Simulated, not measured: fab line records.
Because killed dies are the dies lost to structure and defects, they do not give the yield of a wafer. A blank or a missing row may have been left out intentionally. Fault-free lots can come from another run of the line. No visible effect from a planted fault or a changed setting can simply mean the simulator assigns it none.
fab line records	flow n5_finfet
[record] lots = 7	wafers = 21
route steps=1938 shown BEOL_M9@1401 BEOL_M10@1495
start_h: the number of hours between the record's first day and the start of the first shown wafer of the lot	wait_h: hours since the lot's step before	" identical to the entry in the row above	L1.1+2: a row that stands for several wafers	- value missing, or start not given	* or withheld: withheld	< > ~ a bound
route shown NAME@n: NAME is a module with steps in the file, n the number in the route of the first one	usual: mean and standard deviation over wafers with no fault	same: alike in all rows	chamber/n: place in a boat	sites: each site's reading	_std_site: their standard deviation	_edge_site: inner sites' mean taken away from outer sites' mean	radius_mm: for every site, how far away it sits from the centre of the wafer	mask NAME#n: copy n	behind: the most recent tool/chamber to have shaped the wafer	hold: why the lot went on hold/how many hours it stayed there/how the hold came to an end	device: the transistor (n, p or np) that didn't switch	end of line: tests of these same wafers at the route's end	for a step that has no rows: nothing shown but its recipe	killed: dies that structure and defects cost at the first sort, which is not the same as the wafer's yield	map: the dies of a wafer, with x for killed, . for not killed, _ for no die there
set.NAME: the setting the step ran with; set.NAME@STEP: the setting that earlier step ran with	model.NAME: the simulator's own value behind a step, which no gauge read
lots run with intentionally changed settings; tables by step, rows by wafer
[[steps]]
[step N5_BEOL_M9_ILD_DEP_00]
[recipe] material = SiCOH_lowk	target_thk_a = 3085.1	temp_c = 300	precursor = DEMS/porogen	pressure_torr = 5	rf_w = 500	time_s = 58
lot.wafer	tool	chamber	start_h	wait_h	set.time_s	model.SiCOH_lowk_of_BEOL_M9_ILD_DEP_00.thk_nm
L084.3	pecvd-01	1	362.13	0.0	58	295.6
L084.4	"	2	"	"	58	308.6
L084.5	"	1	"	"	58	299.6
L090.1	pecvd-03	0	383.48	0.0	58	304.8
L090.2	"	2	"	"	51.69	272.8
L090.5	"	0	"	"	51.69	275.2
L088.1	pecvd-03	0	394.27	0.0	58	303.4
L088.4+5	"	0	"	"	58	308.8
L087.1	pecvd-04	1	398.10	0.0	58	302.6
L087.5	"	1	"	"	63.48	333.8
L087.6	"	2	"	"	63.48	340.8
L096.3	pecvd-04	2	406.93	0.0	58	306.6
L096.5	"	2	"	"	58	310.4
L096.6	"	0	"	"	58	307.2
L093.2	pecvd-03	1	429.23	0.0	62.03	322.4
L093.4	"	0	"	"	62.03	336.4
L093.5	"	2	"	"	62.03	335.2
L095.1	pecvd-01	2	430.07	0.0	50.17	272
L095.2	"	0	"	"	58	309.6
L095.5	"	2	"	"	50.17	279.4
[step N5_BEOL_M9_CURE_71]
[recipe] temp_c = 385	time_s = 240	ambient = He/Ar	material = SiCOH_lowk
lot.wafer	tool	chamber	start_h	wait_h	set.time_s@BEOL_M9_ILD_DEP_00	model.SiCOH_lowk_of_BEOL_M9_ILD_DEP_00.thk_nm
L084.3	uv_cure-02	0	365.96	3.8	58	256.6
L084.4	"	0	"	"	58	268
L084.5	"	0	"	"	58	260.2
L090.1	uv_cure-02	1	383.62	0.1	58	264.6
L090.2	"	1	"	"	51.69	236.6
L090.5	"	1	"	"	51.69	238.6
L088.1	uv_cure-02	1	394.38	0.1	58	263.6
L088.4	"	1	"	"	58	268.4
L088.5	"	1	"	"	58	268.2
L087.1	uv_cure-02	1	398.18	0.0	58	262.8
L087.5	"	1	"	"	63.48	290.4
L087.6	"	1	"	"	63.48	296.6
L096.3	uv_cure-02	1	407.17	0.2	58	266.2
L096.5	"	1	"	"	58	269.6
L096.6	"	1	"	"	58	266.8
L093.2	uv_cure-02	2	429.40	0.1	62.03	280.4
L093.4	"	2	"	"	62.03	292.8
L093.5	"	2	"	"	62.03	291.6
L095.1	uv_cure-02	1	430.15	0.0	50.17	235.8
L095.2	"	1	"	"	58	269
L095.5	"	1	"	"	50.17	242.2
[step N5_BEOL_M9_THK_MEAS_01]
[recipe] reads = SiCOH_lowk_of_BEOL_M9_ILD_DEP_00
[usual] M9_ILD_THK = 268/4.4
lot.wafer	tool	chamber	start_h	wait_h	set.time_s@BEOL_M9_ILD_DEP_00	M9_ILD_THK[nm]
L084.3	film_metro-01	-	366.31	0.3	58	257
L084.4	"	-	"	"	58	268
L084.5	"	-	"	"	58	260
L090.1	film_metro-02	-	384.13	0.4	58	265
L090.2	"	-	"	"	51.69	237
L090.5	"	-	"	"	51.69	239
L088.1	film_metro-01	-	394.89	0.4	58	264
L088.4	"	-	"	"	58	268
L088.5	"	-	"	"	58	269
L087.1	film_metro-01	-	398.69	0.4	58	263
L087.5	"	-	"	"	63.48	290
L087.6	"	-	"	"	63.48	297
L096.3	film_metro-02	-	407.52	0.3	58	266
L096.5	"	-	"	"	58	269
L096.6	"	-	"	"	58	267
L093.2	film_metro-02	-	429.83	0.4	62.03	280
L093.4	"	-	"	"	62.03	293
L093.5	"	-	"	"	62.03	292
L095.1	film_metro-02	-	430.66	0.4	50.17	236
L095.2	"	-	"	"	58	269
L095.5	"	-	"	"	50.17	242
[step N5_BEOL_M9_HM_DEP_02]
[recipe] material = TiN	target_thk_a = 200	temp_c = 25	chamber_pressure_pa = 0.49996
lot.wafer	tool	chamber	start_h	wait_h	set.target_thk_a	model.TiN_of_BEOL_M9_HM_DEP_02.thk_nm
L084.3	pvd_sputter-01	-	368.53	2.2	225.3	22.6
L084.4	"	-	"	"	225.3	22.2
L084.5	"	-	"	"	200	19.6
L090.1+2	pvd_sputter-03	-	384.78	0.6	200	20
L090.5	"	-	"	"	187.7	18.6
L088.1	pvd_sputter-02	-	395.74	0.8	222.7	22.2
L088.4	"	-	"	"	200	19.4
L088.5	"	-	"	"	200	20
L087.1+5	pvd_sputter-03	-	400.34	1.6	200	19.8
L087.6	"	-	"	"	179	17.6
L096.3+5	pvd_sputter-03	-	409.68	2.1	200	20
L096.6	"	-	"	"	200	20.2
L093.2+4+5	pvd_sputter-03	-	432.55	2.7	200	19.8
L095.1	pvd_sputter-03	-	433.11	2.4	189.7	19.4
L095.2	"	-	"	"	189.7	19
L095.5	"	-	"	"	200	20
[step N5_BEOL_M9_COAT_59]
[recipe] resist = SOC	temp_c = 250	time_s = 60	spin_rpm = 1500	resist_thk_nm = 100
[step N5_BEOL_M9_COAT_60]
[recipe] resist = SiARC	temp_c = 220	time_s = 60	spin_rpm = 1500	resist_thk_nm = 30
[step N5_BEOL_M9_STRIP_68]
[recipe] chemistry = N2/H2	temp_c = 40	n2_flow_sccm = 200	h2_flow_sccm = 200	rf_frequency_hz = 6e+07
[step N5_BEOL_M9_STRIP_67]
[recipe] chemistry = CF4	resist = SiARC	power_w = 300	bias_power_w = 75	pressure_mtorr = 50	cf4_flow_sccm = 150	rf_frequency_hz = 6e+07
[step N5_BEOL_M9_HM_OPEN_17]
[recipe] chemistry = Cl2/BCl3	target_depth_a = 200	overetch_a = 60	target = TiN	mask_material = SOC	ion_energy_ev = 150	pressure_mtorr = 10	icp_w = 1000	bias_w = 126	Cl2_flow_sccm = 53.25	bcl3_flow_sccm = 21.75	Ar_flow_sccm = 25
lot.wafer	tool	chamber	start_h	wait_h	set.target_thk_a@BEOL_M9_HM_DEP_02	model.etch.depth_nm
L084.3	rie_metal-01	1	369.29	0.1	225.3	22.55
L084.4	"	0	"	"	225.3	22.23
L084.5	"	0	"	"	200	19.59
L090.1	rie_metal-01	0	385.64	0.0	200	19.98
L090.2	"	1	"	"	200	20.08
L090.5	"	1	"	"	187.7	18.51
L088.1	rie_metal-02	1	396.59	0.0	222.7	22.22
L088.4	"	0	"	"	200	19.48
L088.5	"	1	"	"	200	19.91
L087.1	rie_metal-01	0	401.09	0.0	200	19.89
L087.5	"	1	"	"	200	19.73
L087.6	"	0	"	"	179	17.7
L096.3	rie_metal-01	0	410.60	0.1	200	20.05
L096.5	"	1	"	"	200	20.09
L096.6	"	0	"	"	200	20.18
L093.2	rie_metal-02	0	433.57	0.1	200	19.81
L093.4	"	0	"	"	200	19.86
L093.5	"	1	"	"	200	19.77
L095.1	rie_metal-01	0	434.18	0.0	189.7	19.33
L095.2	"	1	"	"	189.7	18.94
L095.5	"	0	"	"	200	20.04
[step N5_BEOL_M9_ETCH_66]
[recipe] chemistry = N2/H2	target = SOC	target_depth_a = 800	overetch_a = 160	mask_material = SiARC	temp_c = 40	time_s = 120	ion_energy_ev = 200	pressure_mtorr = 30	source_w = 840	bias_w = 150	n2_flow_sccm = 200	h2_flow_sccm = 200
[usual] rf_vpp_V = 524.4/2.7
lot.wafer	tool	chamber	start_h	wait_h	set.bias_w	rf_vpp_V
L084.3	rie_diel-06	3	370.14	0.0	150	526.0
L084.4	"	2	"	"	173.7	572.9
L084.5	"	1	"	"	150	526.4
L090.1	rie_diel-02	0	388.05	0.0	150	528.3
L090.2	"	3	"	"	150	521.4
L090.5	"	1	"	"	150	526.0
L088.1	rie_diel-02	2	400.27	0.0	150	526.0
L088.4	"	1	"	"	150	526.9
L088.5	"	3	"	"	150	521.7
L087.1	rie_diel-02	2	402.83	0.0	150	526.2
L087.5	"	0	"	"	150	528.4
L087.6	"	1	"	"	150	525.6
L096.3	rie_diel-05	1	412.93	0.0	150	526.4
L096.5	"	0	"	"	150	521.0
L096.6	"	3	"	"	150	518.8
L093.2	rie_diel-05	1	434.63	0.0	139.9	502.3
L093.4	"	0	"	"	139.9	497.7
L093.5	"	0	"	"	150	522.2
L095.1	rie_diel-02	2	436.00	0.0	141.3	506.1
L095.2	"	1	"	"	141.3	507.5
L095.5	"	3	"	"	150	520.4
[step N5_BEOL_M9_TRENCH_ETCH_37]
[recipe] chemistry = C4F6/O2	target_depth_a = 1514.3	target = SiCOH_lowk	time_s = 49	ion_energy_ev = 250	pressure_mtorr = 30	source_w = 345	bias_w = 185	Ar_flow_sccm = 300	C4F6_flow_sccm = 10	O2_flow_sccm = 10
lot.wafer	tool	chamber	start_h	wait_h	set.time_s	set.target_thk_a@BEOL_M9_HM_DEP_02	model.etch.depth_nm	model.BEOL_M9.feature_depth_nm	model.TiN_of_BEOL_M9_HM_DEP_02.thk_nm
L084.3	rie_diel-06	3	-	-	49	225.3	155.9	155.8	18.2
L084.4	"	2	"	"	49	225.3	151.3	151.2	18
L084.5	"	1	"	"	49	200	146.9	147	15.6
L090.1	rie_diel-02	0	-	-	42.48	200	133.9	134	16.2
L090.2	"	3	"	"	42.48	200	128.7	128.8	16.4
L090.5	"	1	"	"	49	187.7	146.3	146.4	14.4
L088.1	rie_diel-02	2	-	-	49	222.7	150.1	150.2	18
L088.4	"	1	"	"	39.34	200	117.3	117.4	16.2
L088.5	"	3	"	"	49	200	147.7	147.8	15.8
L087.1	rie_diel-02	2	-	-	49	200	150.5	150.6	15.8
L087.5	"	0	"	"	49	200	155.2	155.2	15.4
L087.6	"	1	"	"	49	179	147.6	147.6	13.6
L096.3	rie_diel-05	1	-	-	49	200	155.3	155.2	15.6
L096.5	"	0	"	"	49	200	151.8	151.8	15.8
L096.6	"	3	"	"	49	200	150.2	150.2	16
L093.2	rie_diel-05	1	-	-	49	200	152.6	152.6	15.6
L093.4	"	0	"	"	49	200	149	149	15.6
L093.5	"	0	"	"	40.62	200	122	122	16.4
L095.1	rie_diel-02	2	-	-	49	189.7	150.3	150.4	15.2
L095.2	"	1	"	"	49	189.7	146.2	146.2	14.8
L095.5	"	3	"	"	49	200	147.2	147.2	15.8
[step N5_BEOL_M9_ETCH_41]
[recipe] chemistry = CH3F/O2	target = SiCN	target_depth_a = 366	taper_deg = 2	time_s = 70.1	ion_energy_ev = 120	mask_material = TiN	pressure_mtorr = 30	source_w = 395	bias_w = 75	Ar_flow_sccm = 150	CH3F_flow_sccm = 30	O2_flow_sccm = 20
[step N5_BEOL_M9_STRIP_80]
[recipe] chemistry = N2/H2	time_s = 10	power_w = 450	temp_c = 40	pressure_mtorr = 20	rf_frequency_hz = 6e+07	bias_power_w = 7	n2_flow_sccm = 200	h2_flow_sccm = 200
[step N5_BEOL_M9_OCD_MEAS_38]
[usual] trench_depth_nm = 149/3.5
lot.wafer	tool	chamber	start_h	wait_h	set.time_s@BEOL_M9_TRENCH_ETCH_37	trench_depth_nm
L084.3	ocd-02	-	370.52	-	49	156
L084.4	"	-	"	"	49	151
L084.5	"	-	"	"	49	147
L090.1	ocd-01	-	388.43	-	42.48	134
L090.2	"	-	"	"	42.48	129
L090.5	"	-	"	"	49	146
L088.1	ocd-01	-	400.64	-	49	150
L088.4	"	-	"	"	39.34	117
L088.5	"	-	"	"	49	147
L087.1	ocd-02	-	403.20	-	49	150
L087.5	"	-	"	"	49	155
L087.6	"	-	"	"	49	147
L096.3	ocd-02	-	413.31	-	49	155
L096.5	"	-	"	"	49	152
L096.6	"	-	"	"	49	150
L093.2	ocd-01	-	435.01	-	49	152
L093.4	"	-	"	"	49	150
L093.5	"	-	"	"	40.62	122
L095.1	ocd-02	-	436.37	-	49	151
L095.2	"	-	"	"	49	146
L095.5	"	-	"	"	49	147
[step N5_BEOL_M9_HM_STRIP_39]
[recipe] chemistry = peroxide_tin_strip	material = TiN	target_depth_a = 250	temp_c = 50	time_s = 158
[step N5_BEOL_M9_SRD_40]
[recipe] time_s = 30	temp_c = 23	rinse_liquid = diw	dry = ipa_marangoni
[step N5_BEOL_M9_ECD_50]
[recipe] material = Cu	target_thk_a = 3180
[step N5_BEOL_M9_ANNEAL_51]
[recipe] temp_c = 225	time_s = 90	ambient = N2
[step N5_BEOL_M9_CMP_52]
[recipe] stop_on = SiCOH_lowk	t_overpolish_s = 7	down_force_psi = 1	platen_rpm = 50	clearing_platen_down_force_psi = 1.5	clearing_platen_rpm = 50	post_cmp_clean = cu_alkaline	target_thk_nm = 140	clearing_platen_pad_velocity_m_s = 0.99484	pad_velocity_m_s = 0.99484
lot.wafer	tool	chamber	start_h	wait_h	set.time_s@BEOL_M9_TRENCH_ETCH_37	model.Cu_of_BEOL_M9_ECD_50.thk_nm
L084.4	cmp-01	3	374.54	0.3	49	140.6
L084.3	"	0	"	"	49	145.2
L084.5	"	1	"	"	49	136.6
L090.2	cmp-04	3	390.46	0.3	42.48	117.2
L090.1	"	0	"	"	42.48	123
L090.5	"	2	"	"	49	137.2
L088.1	cmp-04	1	402.86	0.3	49	140.8
L088.4	"	0	"	"	39.34	105.4
L088.5	"	2	"	"	49	137.4
L087.1	cmp-04	3	405.28	0.4	49	136.8
L087.6	"	0	"	"	49	135.2
L087.5	"	1	"	"	49	145
L096.3	cmp-01	2	416.03	0.2	49	143
L096.6	"	2	"	"	49	137.8
L096.5	"	3	"	"	49	140.6
L093.2	cmp-04	0	437.40	0.2	49	140.2
L093.4	"	1	"	"	49	139.2
L093.5	"	1	"	"	40.62	112.8
L095.1	cmp-04	0	438.59	0.3	49	138
L095.2	"	3	"	"	49	132.4
L095.5	"	0	"	"	49	136.6
[step N5_BEOL_M9_THK_MEAS_53]
[recipe] thk_meas_gauge = xrf	reads = Cu_of_BEOL_M9_ECD_50
[usual] M9_THK = 139/3.8
lot.wafer	tool	chamber	start_h	wait_h	set.time_s@BEOL_M9_TRENCH_ETCH_37	M9_THK[nm]
L084.3	film_metro-02	-	374.76	-	49	146
L084.4	"	-	"	"	49	142
L084.5	"	-	"	"	49	138
L090.1	film_metro-02	-	390.68	-	42.48	124
L090.2	"	-	"	"	42.48	118
L090.5	"	-	"	"	49	138
L088.1	film_metro-02	-	403.16	-	49	141
L088.4	"	-	"	"	39.34	106
L088.5	"	-	"	"	49	138
L087.1	film_metro-02	-	405.46	-	49	139
L087.5	"	-	"	"	49	147
L087.6	"	-	"	"	49	137
L096.3	film_metro-01	-	416.32	-	49	144
L096.5	"	-	"	"	49	141
L096.6	"	-	"	"	49	139
L093.2	film_metro-02	-	437.71	0.3	49	140
L093.4	"	-	"	"	49	140
L093.5	"	-	"	"	40.62	113
L095.1	film_metro-02	-	438.89	-	49	141
L095.2	"	-	"	"	49	135
L095.5	"	-	"	"	49	138
[step N5_BEOL_M9_PRE_CLEAN_55]
[recipe] gas = NH3	time_s = 15	temp_c = withheld	rf_power_w = 300
[step N5_BEOL_M9_DEP_56]
[recipe] material = SiCN	target_thk_a = 150	temp_c = withheld	precursor = 3MS/NH3	pressure_torr = 3	rf_w = 202	time_s = 26.5
[step N5_BEOL_M9_RS_MEAS_57]
[recipe] thk_meas_gauge = four-point-probe	reads = Cu_of_BEOL_M9_ECD_50+Co_of_BEOL_M9_CVD_78+TaN_of_BEOL_M9_ALD_74
[usual] M9_RS = 0.153/0.0044
lot.wafer	tool	chamber	start_h	wait_h	set.time_s@BEOL_M9_TRENCH_ETCH_37	M9_RS[ohm/sq]
L084.3	film_metro-01	-	374.90	0.1	49	0.145
L084.4	"	-	"	"	49	0.150
L084.5	"	-	"	"	49	0.155
L090.1	film_metro-02	-	390.82	0.1	42.48	0.174
L090.2	"	-	"	"	42.48	0.184
L090.5	"	-	"	"	49	0.155
L088.1	film_metro-01	-	403.30	0.1	49	0.149
L088.4	"	-	"	"	39.34	0.207
L088.5	"	-	"	"	49	0.154
L087.1	film_metro-02	-	405.60	0.1	49	0.155
L087.5	"	-	"	"	49	0.145
L087.6	"	-	"	"	49	0.157
L096.3	film_metro-02	-	416.46	0.1	49	0.147
L096.5	"	-	"	"	49	0.150
L096.6	"	-	"	"	49	0.154
L093.2	film_metro-01	-	437.85	0.1	49	0.151
L093.4	"	-	"	"	49	0.152
L093.5	"	-	"	"	40.62	0.192
L095.1	film_metro-02	-	439.02	0.1	49	0.154
L095.2	"	-	"	"	49	0.160
L095.5	"	-	"	"	49	0.155
[step N5_BEOL_M10_COAT_64]
[recipe] resist = SiARC	temp_c = 220	time_s = 60	spin_rpm = 1500	resist_thk_nm = 30
lot.wafer	tool	chamber	start_h	wait_h	set.spin_rpm	model.SiARC_of_BEOL_M10_COAT_64.thk_nm
L084.3+4	litho_track-05	0	-	-	1572	29.2
L084.5	"	0	"	"	1500	30
L090.1	litho_track-04	0	-	-	1500	30.2
L090.2+5	"	0	"	"	1500	30
L088.1+5	litho_track-04	0	-	-	1643	28.8
L088.4	"	0	"	"	1500	30
L087.1+6	litho_track-03	0	-	-	1500	30
L087.5	"	0	"	"	1654	28.6
L096.3+5	litho_track-04	0	-	-	1500	30
L096.6	"	0	"	"	1500	30.2
L093.2	litho_track-05	0	-	-	1564	29.4
L093.4	"	0	"	"	1500	30
L093.5	"	0	"	"	1500	30.2
L095.1	litho_track-04	0	-	-	1500	30.2
L095.2+5	"	0	"	"	1340	31.8
[step N5_BEOL_M10_DEVELOP_27]
[recipe] develop_time_s = 30	developer = TMAH	resist = CAR-ArF	rinse_liquid = diw	dry = air_spin	dev_temp_c = 23
lot.wafer	tool	chamber	start_h	wait_h	set.develop_time_s
L084.3	litho_track-05	0	-	-	30
L084.4+5	"	0	"	"	35.23
L090.1+5	litho_track-03	0	-	-	27.71
L090.2	"	0	"	"	30
L088.1+4+5	litho_track-03	0	-	-	30
L087.1+6	litho_track-03	0	-	-	30
L087.5	"	0	"	"	36.65
L096.3+5+6	litho_track-03	0	-	-	30
L093.2	litho_track-05	0	-	-	30
L093.4+5	"	0	"	"	25.72
L095.1	litho_track-03	0	-	-	30
L095.2+5	"	0	"	"	24.67
[step N5_BEOL_M10_DESCUM_33]
[recipe] chemistry = O2	time_s = 7.9	source_power_w = 50	bias_power_w = 20	pressure_mtorr = 20	rf_frequency_hz = 2.712e+07	temp_c = 40	resist = CAR-ArF	o2_flow_sccm = 225
[step N5_BEOL_M10_ETCH_65]
[recipe] chemistry = CF4	target = SiARC	target_depth_a = 390	mask_material = CAR-ArF	time_s = 65	ion_energy_ev = 80	pressure_mtorr = 40	source_w = 545	bias_w = 36	Ar_flow_sccm = 100	cf4_flow_sccm = 100	ends = cleared
lot.wafer	tool	chamber	start_h	wait_h	set.spin_rpm@BEOL_M10_COAT_64	model.CAR-ArF_of_BEOL_M10_COAT_22.thk_nm	model.etch.depth_nm
L084.3	rie_diel-01	2	380.89	0.0	1572	56.4	29.25
L084.4	"	3	"	"	1572	56.6	29.25
L084.5	"	1	"	"	1500	55.8	30.01
L090.1	rie_diel-01	3	394.72	0.0	1500	55.6	30.1
L090.2	"	1	"	"	1500	55.4	30.08
L090.5	"	2	"	"	1500	55.8	30.01
L088.1	rie_diel-01	2	410.68	0.0	1643	57	28.74
L088.4	"	2	"	"	1500	55.8	30.03
L088.5	"	0	"	"	1643	56.8	28.78
L087.1	rie_diel-03	0	410.78	0.0	1500	55.6	29.96
L087.5	"	0	"	"	1654	57	28.58
L087.6	"	1	"	"	1500	55.6	30
L096.3	rie_diel-01	1	423.07	0.0	1500	55.8	30.03
L096.5	"	1	"	"	1500	55.8	30.07
L096.6	"	2	"	"	1500	55.6	30.2
L093.2	rie_diel-03	3	442.23	0.0	1564	55.8	29.48
L093.4	"	1	"	"	1500	55.6	30.06
L093.5	"	3	"	"	1500	55.8	30.1
L095.1	rie_diel-01	1	443.52	0.0	1500	55	30.14
L095.2	"	0	"	"	1340	53.8	31.85
L095.5	"	3	"	"	1340	53.8	31.77
[step N5_BEOL_M10_ETCH_66]
[recipe] chemistry = N2/H2	target = SOC	target_depth_a = 1200	overetch_a = 240	mask_material = SiARC	temp_c = 40	time_s = 180	ion_energy_ev = 200	pressure_mtorr = 30	source_w = 840	bias_w = 150	n2_flow_sccm = 200	h2_flow_sccm = 200
lot.wafer	tool	chamber	start_h	wait_h	set.spin_rpm@BEOL_M10_COAT_64	model.SiARC_of_BEOL_M10_COAT_64.thk_nm
L084.3	rie_diel-01	2	380.94	0.0	1572	22.4
L084.4	"	3	"	"	1572	21.8
L084.5	"	1	"	"	1500	22.2
L090.1	rie_diel-01	3	394.77	0.0	1500	22.6
L090.2	"	1	"	"	1500	22.2
L090.5	"	2	"	"	1500	23
L088.1+5	rie_diel-01	2,0	410.73	0.0	1643	21.8
L088.4	"	2	"	"	1500	23
L087.1	rie_diel-03	0	410.83	0.0	1500	22.6
L087.5	"	0	"	"	1654	21.2
L087.6	"	1	"	"	1500	23
L096.3+5	rie_diel-01	1	423.12	0.0	1500	22.4
L096.6	"	2	"	"	1500	23.2
L093.2	rie_diel-03	3	442.28	0.0	1564	22.6
L093.4	"	1	"	"	1500	23
L093.5	"	3	"	"	1500	23.2
L095.1	rie_diel-01	1	443.57	0.0	1500	22.4
L095.2	"	0	"	"	1340	25
L095.5	"	3	"	"	1340	24.4
[[key]]
[split] step = N5_BEOL_M9_ILD_DEP_00	setting = time_s	stated = 58	by = wafer
[response] step = N5_BEOL_M9_ILD_DEP_00	reading = model.SiCOH_lowk_of_BEOL_M9_ILD_DEP_00.thk_nm	change = +2.87	per = 1%	r = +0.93
[response] step = N5_BEOL_M9_CURE_71	reading = model.SiCOH_lowk_of_BEOL_M9_ILD_DEP_00.thk_nm	change = +2.54	per = 1%	r = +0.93
[response] step = N5_BEOL_M9_THK_MEAS_01	reading = M9_ILD_THK	change = +2.53	per = 1%	r = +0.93
[split] step = N5_BEOL_M9_HM_DEP_02	setting = target_thk_a	stated = 200	by = wafer
[response] step = N5_BEOL_M9_HM_DEP_02	reading = model.TiN_of_BEOL_M9_HM_DEP_02.thk_nm	change = +0.215	per = 1%	r = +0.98
[response] step = N5_BEOL_M9_HM_OPEN_17	reading = model.etch.depth_nm	change = +0.216	per = 1%	r = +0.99
[response] step = N5_BEOL_M9_TRENCH_ETCH_37	reading = model.TiN_of_BEOL_M9_HM_DEP_02.thk_nm	change = +0.197	per = 1%	r = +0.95
[split] step = N5_BEOL_M9_ETCH_66	setting = bias_w	stated = 150	by = wafer
[response] step = N5_BEOL_M9_ETCH_66	reading = rf_vpp_V	change = +2.94	per = 1%	r = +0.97
[split] step = N5_BEOL_M9_TRENCH_ETCH_37	setting = time_s	stated = 49	by = wafer
[response] step = N5_BEOL_M9_TRENCH_ETCH_37	reading = model.etch.depth_nm	change = +1.53	per = 1%	r = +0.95
[response] step = N5_BEOL_M9_TRENCH_ETCH_37	reading = model.BEOL_M9.feature_depth_nm	change = +1.53	per = 1%	r = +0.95
[response] step = N5_BEOL_M9_OCD_MEAS_38	reading = trench_depth_nm	change = +1.53	per = 1%	r = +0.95
[response] step = N5_BEOL_M9_CMP_52	reading = model.Cu_of_BEOL_M9_ECD_50.thk_nm	change = +1.58	per = 1%	r = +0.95
[response] step = N5_BEOL_M9_THK_MEAS_53	reading = M9_THK	change = +1.57	per = 1%	r = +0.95
[response] step = N5_BEOL_M9_RS_MEAS_57	reading = M9_RS	change = -0.00248	per = 1%	r = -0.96
[split] step = N5_BEOL_M10_COAT_64	setting = spin_rpm	stated = 1500	by = wafer
[response] step = N5_BEOL_M10_COAT_64	reading = model.SiARC_of_BEOL_M10_COAT_64.thk_nm	change = -0.141	per = 1%	r = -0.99
[response] step = N5_BEOL_M10_ETCH_65	reading = model.CAR-ArF_of_BEOL_M10_COAT_22.thk_nm	change = +0.118	per = 1%	r = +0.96
[response] step = N5_BEOL_M10_ETCH_65	reading = model.etch.depth_nm	change = -0.144	per = 1%	r = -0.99
[response] step = N5_BEOL_M10_ETCH_66	reading = model.SiARC_of_BEOL_M10_COAT_64.thk_nm	change = -0.157	per = 1%	r = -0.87
[split] step = N5_BEOL_M10_DEVELOP_27	setting = develop_time_s	stated = 30	by = wafer
response none clear
